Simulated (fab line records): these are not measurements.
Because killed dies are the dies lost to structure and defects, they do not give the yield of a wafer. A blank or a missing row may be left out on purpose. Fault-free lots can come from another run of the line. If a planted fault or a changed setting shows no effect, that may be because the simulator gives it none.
Lot-split experiment    flow n5-finfet    7 lots, 39 wafers read, on a route of 1938 steps

## ABOUT THE SPLIT
At N5_DUMMY_GATE_ETCH_32 (etches SiO2 in CF4, target depth 3.5 nm, time 3.9 s), the setting time-s was moved away from the recipe's 3.9 s on 12 of the 39 wafers read, by -22.4% to +16.1%. The other wafers ran this setting at the recipe's value.

The reading comes from the split's own step.

## THE READING
etch.depth-nm (the simulator's own value, which no gauge read), in nm, at N5_DUMMY_GATE_ETCH_32 (etches SiO2 in CF4, target depth 3.5 nm, time 3.9 s). There is no usual value for it anywhere in the file. Average 3.533 nm, standard deviation 0.16 nm, over the 27 wafers here run with the recipe.

wafer   tool, chamber at the split  time-s as run, s  against the recipe  etch.depth-nm, nm  against lot-mates on the recipe
L076.1  rie-si-05, 0                4.516             +15.8%              3.881              +0.533
L076.2  rie-si-05, 3                4.516             +15.8%              3.933              +0.585
L076.3  rie-si-05, 1                3.9               recipe              3.348              -
L076.4  rie-si-05, 1                4.516             +15.8%              3.855              +0.507
L076.5  rie-si-05, 3                3.9               recipe              3.377              -
L076.6  rie-si-05, 0                3.9               recipe              3.319              -
L081.1  rie-si-01, 1                4.219             +8.2%               3.878              +0.140
L081.2  rie-si-01, 3                4.219             +8.2%               3.968              +0.230
L081.3  rie-si-01, 0                3.9               recipe              3.758              -
L081.4  rie-si-01, 2                4.219             +8.2%               3.64               -0.098
L081.5  rie-si-01, 0                3.9               recipe              3.78               -
L081.6  rie-si-01, 3                3.9               recipe              3.677              -
L082.1  rie-si-02, 0                4.527             +16.1%              4.135              +0.657
L082.2  rie-si-02, 1                4.527             +16.1%              3.918              +0.440
L082.3  rie-si-02, 2                3.9               recipe              3.41               -
L082.4  rie-si-02, 3                3.9               recipe              3.652              -
L082.5  rie-si-02, 0                4.527             +16.1%              4.129              +0.651
L082.6  rie-si-02, 1                3.9               recipe              3.373              -
L087.1  rie-si-01, 1                3.9               recipe              3.582              -
L087.2  rie-si-01, 2                3.9               recipe              3.328              -
L087.3  rie-si-01, 0                3.027             -22.4%              2.917              -0.574
L087.4  rie-si-01, 1                3.9               recipe              3.563              -
L087.5  rie-si-01, 0                3.027             -22.4%              2.901              -0.590
L087.6  rie-si-01, 2                3.027             -22.4%              2.556              -0.935
L091.1  rie-si-02, 0                3.9               recipe              3.525              -
L091.2  rie-si-02, 3                3.9               recipe              3.615              -
L091.3  rie-si-02, 2                3.9               recipe              3.444              -
L091.4  rie-si-02, 1                3.9               recipe              3.399              -
L091.5  rie-si-02, 1                3.9               recipe              3.389              -
L091.6  rie-si-02, 2                3.9               recipe              3.426              -
L094.1  rie-si-02, 0                3.9               recipe              3.55               -
L094.3  rie-si-02, 2                3.9               recipe              3.454              -
L094.5  rie-si-02, 2                3.9               recipe              3.457              -
L095.1  rie-si-01, 3                3.9               recipe              3.615              -
L095.2  rie-si-01, 0                3.9               recipe              3.874              -
L095.3  rie-si-01, 2                3.9               recipe              3.393              -
L095.4  rie-si-01, 1                3.9               recipe              3.6                -
L095.5  rie-si-01, 0                3.9               recipe              3.872              -
L095.6  rie-si-01, 3                3.9               recipe              3.608              -

THE FIT
A straight line over all 39 wafers: etch.depth-nm changes by +0.0309 nm for each +1% of time-s; r = +0.88; the points scatter about the line by 0.16 nm.
The same after taking each lot's own level away (the mean of its wafers on the recipe; 39 wafers): +0.032 nm for each +1%; r = +0.92; scatter 0.13 nm.
According to that fit, moving time-s by its largest amount changes the reading by 0.72 nm.
The span of the lots' own levels, 3.3480 to 3.7383 nm, comes to 2.5 times the standard deviation stated above.
The two slopes agree, so the slope changes little with the lot-to-lot level.
Check: for one of the wafers moved furthest among these (-22.4%), held out of the fit, the line's prediction against its lot-mates is -0.757 nm. Against them it came out at -0.574 nm.

## THESE WAFERS: OTHER SPLITS
Before the reading, these wafers also passed through other splits. Each is held against what the fit with the lots' levels taken away leaves over:
other split on the same wafers   wafers away from the commonest value  r with etch.depth-nm (lot level and that fit taken away)
N5_DUMMY_GATE_EXPOSE_12 dose-mj  12                                    -0.09

## THE FILE'S OWN FIT
etch.depth-nm changes by +0.0319 nm for each +1% of time-s, r = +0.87.
